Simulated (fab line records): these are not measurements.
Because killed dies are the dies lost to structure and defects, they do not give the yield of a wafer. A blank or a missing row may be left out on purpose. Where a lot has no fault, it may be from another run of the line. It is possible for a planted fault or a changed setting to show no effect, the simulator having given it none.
The tool behind it: which one? ; flow nandHarc ; at 1 step of a route of 1159, 12 lots with 36 wafers sampled

## WHAT THE GAUGES SHOWED, per wafer
NHARC_P_M1_INSPECT_11.
lot;measured;on;rawDefectCount
L076;day 6 16:59;defectInspect-01;4 2 3
L078;day 6 19:22;defectInspect-02;8 7 6
L079;day 7 07:11;defectInspect-01;1 2 4
L081;day 7 20:16;defectInspect-02;3 7 4
L083;day 8 00:59;defectInspect-02;4 8 5
L088;day 9 05:54;defectInspect-02;4 3 3
L086;day 9 07:18;defectInspect-02;2 3 6
L089;day 10 00:44;defectInspect-02;7 10 5
L091;day 10 04:32;defectInspect-02;5 3 1
L092;day 10 16:12;defectInspect-02;6 2 3
L094;day 11 04:07;defectInspect-02;6 4 2
L097;day 11 22:14;defectInspect-01;3 5 6

## WHICH TOOL RAN EACH LOT (tool, then ch and the chambers of the sampled wafers, then the start)
Before these readings, the record contains no process step.

## THE ANSWER, worked out from the rows above alone
Rule: what is usual is taken from the lots themselves. The widest of any qualifying gaps counts: lots, ordered by their means at a reading, are off when they make up no more than a third of the lots, leave a main group of 4 or more, and stand apart from it by 3 or more times the standard deviation of that group's means. A main group is skipped when, at the precision printed for the reading in the tables above, its means are all equal. Also off: a lot with no number at a reading for which 4 or more lots have one. All remaining lots with rows at the step are treated as sound.
Nothing can be told from this: no lot is off at any reading shown.

## WHAT HAD BEEN PUT IN BY THE SIMULATOR
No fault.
